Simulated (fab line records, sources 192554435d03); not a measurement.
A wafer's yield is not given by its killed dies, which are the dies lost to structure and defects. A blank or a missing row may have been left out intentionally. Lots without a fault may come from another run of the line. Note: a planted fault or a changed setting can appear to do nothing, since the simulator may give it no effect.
Split-lot study    flow n5_finfet    route with 1938 steps; 7 lots, 21 wafers read

== ABOUT THE SPLIT ==
At N5_BEOL_M5_ETCH_68 (etches SOC in N2/H2, target depth 80 nm, overetch 16 nm, time 120 s), the setting bias_w was moved away from the recipe's 150 W on 8 of the 21 wafers read, by -15.0% to +15.4%. This setting was run at the recipe's value on the other wafers.

The split's own step is where the reading is taken.

== THE READING ==
rf_vpp_V, in V, at N5_BEOL_M5_ETCH_68 (etches SOC in N2/H2, target depth 80 nm, overetch 16 nm, time 120 s). A value of 524.2 V with a standard deviation of 1.9 V is what fault-free wafers of this fab line usually give.

wafer   tool, chamber at the split  bias_w as run, W  against the recipe  rf_vpp_V, V  against lot-mates on the recipe
L076.2  rie_diel-04, 3              150               recipe              525.6        -
L076.3  rie_diel-04, 2              137               -8.7%               493.3        -32.6
L076.4  rie_diel-04, 1              150               recipe              526.1        -
L081.1  rie_diel-06, 1              141.4             -5.7%               505.7        -22.1
L081.4  rie_diel-06, 2              141.4             -5.7%               505.0        -22.8
L081.5  rie_diel-06, 1              150               recipe              527.8        -
L083.1  rie_diel-02, 0              173.1             +15.4%              573.1        +45.8
L083.2  rie_diel-02, 3              150               recipe              527.3        -
L083.5  rie_diel-02, 3              173.1             +15.4%              575.3        +48.0
L091.1  rie_diel-06, 0              127.5             -15.0%              470.0        -53.2
L091.3  rie_diel-06, 3              150               recipe              523.2        -
L091.6  rie_diel-06, 1              127.5             -15.0%              473.1        -50.1
L090.4  rie_diel-06, 2              150               recipe              524.8        -
L090.5  rie_diel-06, 0              150               recipe              522.6        -
L090.6  rie_diel-06, 1              167.1             +11.4%              564.8        +41.1
L093.1  rie_diel-02, 3              150               recipe              526.0        -
L093.3  rie_diel-02, 1              150               recipe              522.9        -
L093.6  rie_diel-02, 1              150               recipe              525.1        -
L095.1  rie_diel-04, 0              150               recipe              523.2        -
L095.5  rie_diel-04, 3              150               recipe              525.7        -
L095.6  rie_diel-04, 2              150               recipe              520.8        -

THE FIT
A straight line over all 21 wafers: rf_vpp_V changes by +3.4 V for each +1% of bias_w; r = +1.00; the points scatter about the line by 2.1 V.
The same after taking each lot's own level away (the mean of its wafers on the recipe; 21 wafers): +3.34 V for each +1%; r = +1.00; scatter 2.3 V.
On that fit, the largest move of bias_w shifts the reading by 51 V.
The span of the lots' own levels, 523.20 to 527.80 V, comes to 2.4 times the standard deviation stated above.
So the lot-to-lot level changes the slope little: the two slopes agree.
Check: for one of the wafers moved furthest among these (+15.4%), held out of the fit, the line's prediction against its lot-mates is +52.2 V. Against them it came out at +45.8 V.
Tool readings at the split's step, against how far the setting was moved: rf_vpp_V r = +1.00.

== THE OTHER SPLITS THESE WAFERS WENT THROUGH ==
Note: prior to the reading, these wafers also went through further splits. Each is held against what the fit with the lots' levels taken away leaves over:
other split on the same wafers      wafers away from the commonest value  r with rf_vpp_V (lot level and that fit taken away)
N5_BEOL_M2_DESCUM_16 time_s         7                                     -0.26
N5_BEOL_M2_COAT_22 spin_rpm         10                                    +0.02
N5_BEOL_M2_ETCH_69 bias_w           7                                     -0.09
N5_BEOL_M3_TRENCH_ETCH_37 source_w  6                                     +0.22

== THE WHOLE CHAIN: every reading that the file lists as answering this split, in the file's order ==
step                what it does                                                         reading                                                                           change (the file's fit)                 r (the file's)
N5_BEOL_M5_ETCH_68  etches SOC in N2/H2, target depth 80 nm, overetch 16 nm, time 120 s  rf_vpp_V                                                                          +3.39 V for each +1% of the setting     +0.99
N5_BEOL_M5_ETCH_68  etches SOC in N2/H2, target depth 80 nm, overetch 16 nm, time 120 s  SiARC_of_BEOL_M5_COAT_66.thk_nm (the simulator's own value, which no gauge read)  -0.0677 nm for each +1% of the setting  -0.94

== THE FILE'S OWN FIT ==
rf_vpp_V changes by +3.39 V for each +1% of bias_w, r = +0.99.
